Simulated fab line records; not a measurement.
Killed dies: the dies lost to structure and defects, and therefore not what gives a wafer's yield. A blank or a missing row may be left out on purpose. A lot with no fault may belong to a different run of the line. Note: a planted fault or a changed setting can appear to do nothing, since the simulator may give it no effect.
A lot that was struck, set against a sound lot + flow n5_finfet + 15 out of 1938 route steps
Sound: the wafers L499.1, L499.2, L499.5. Struck: wafers L503.2, L503.5, L503.6. The cause is named last.
At each step with rows: each side's tool, then ch and its chambers, then its first start. Under that, the readings that differ: sound wafers + struck wafers + difference of the means + sigmas: that difference in standard deviations of wafers without a fault.
alike: readings with means less than 2 such deviations apart, plus words and numbers identical on both sides. not compared: withheld readings, readings lacking a value on some wafer, bounds such as >300 that could conceal the same value, and numbers that have no deviation in the record and whose values overlap.
Wherever a step has rows on one side only, a row that says differs or no value, or a row with sigmas, the two part there. Non-overlapping numbers with no deviation appear without sigmas and do not part them. Lack of a reading on every wafer of one side parts them only where that side has two or more wafers.

first, 8 steps without rows for these wafers: N5_BEOL_M8_COAT_64 (time 60 s, resist thk 12 nm); N5_BEOL_M8_COAT_71 (time 60 s, resist thk 5 nm); N5_BEOL_M8_COAT_22 (resist thk 30 nm); N5_BEOL_M8_EBR_24; N5_BEOL_M8_SOFTBAKE_23 (time 60 s); N5_BEOL_M8_EXPOSE_25 (exposes mask V7, target cd 40 nm); N5_BEOL_M8_PEB_26 (peb time 60 s); N5_BEOL_M8_DEVELOP_27 (develop time 30 s).
N5_BEOL_M8_CD_MEAS_28: target cd 40 nm.
  sound on cd_sem-02 ch 0, day 15 13:28; struck on cd_sem-02 ch 0, day 15 21:09
  alike: cd_nm
N5_BEOL_M8_OVL_MEAS_29:
  sound on overlay-02 ch 0, day 15 13:29; struck on overlay-02 ch 0, day 15 21:11
  alike: V7_OVL
N5_BEOL_M8_INSPECT_30: inspects for defects (brightfield).
  sound: defect_inspect-02 at day 15 13:32; struck: defect_inspect-02 at day 15 21:14
  alike: raw_defect_count
N5_BEOL_M8_DESCUM_33: chemistry O2, time 7 s.
  sound on rie_diel-04 ch 0,2,3, day 15 13:35; struck on rie_diel-05 ch 2,3, day 15 21:17
  alike: bias_power_w, drypump_motor_current_A, o2_flow_sccm, oes_product_au, rf_vpp_V, showerhead_plenum_p_Torr, throttle_valve_pct
  not compared: rf_hours_counter_h
N5_BEOL_M8_ETCH_72: etches underlayer in N2/H2, target depth 6.5 nm, time 5.2 s.
  sound on rie_diel-04 ch 0,2,3, day 15 13:37; struck on rie_diel-05 ch 2,3, day 15 21:19
| reading                | sound             | struck            | difference | sigmas |
|------------------------|-------------------|-------------------|------------|--------|
| etch_rf_on_time_s (s)  | 5.16 5.17 5.23    | 5.44 5.44 5.24    | +0.19      | +2     |
| h2_flow_sccm (sccm)    | 201.1 199.8 200.7 | 180.2 181.0 180.5 | -20.0      | -34    |
| throttle_valve_pct (%) | 17.75 17.53 17.91 | 17.40 17.37 16.78 | -0.55      | -2     |
  alike: drypump_motor_current_A, oes_product_au, rf_vpp_V, showerhead_plenum_p_Torr
  not compared: rf_hours_counter_h
N5_BEOL_M8_ETCH_65: etches SiARC in CF4, target depth 15.6 nm, time 26 s.
  sound on rie_diel-04 ch 0,2,3, day 15 13:38; struck on rie_diel-05 ch 2,3, day 15 21:20
  alike: drypump_motor_current_A, etch_rf_on_time_s, oes_product_au, rf_vpp_V, showerhead_plenum_p_Torr, throttle_valve_pct
  not compared: rf_hours_counter_h
following that, these wafers have no rows for 1 step: N5_PASSIVATION_PROBE_49.

WHERE THEY PART
Only at N5_BEOL_M8_ETCH_72, within this record. Later steps at which nothing parts them and some readings are alike: N5_BEOL_M8_ETCH_65.

WHY: what the simulator had put in
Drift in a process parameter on rie_diel-05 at N5_BEOL_M8_ETCH_72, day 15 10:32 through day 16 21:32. From 200, the setting h2_flow_sccm moved by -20. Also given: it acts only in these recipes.
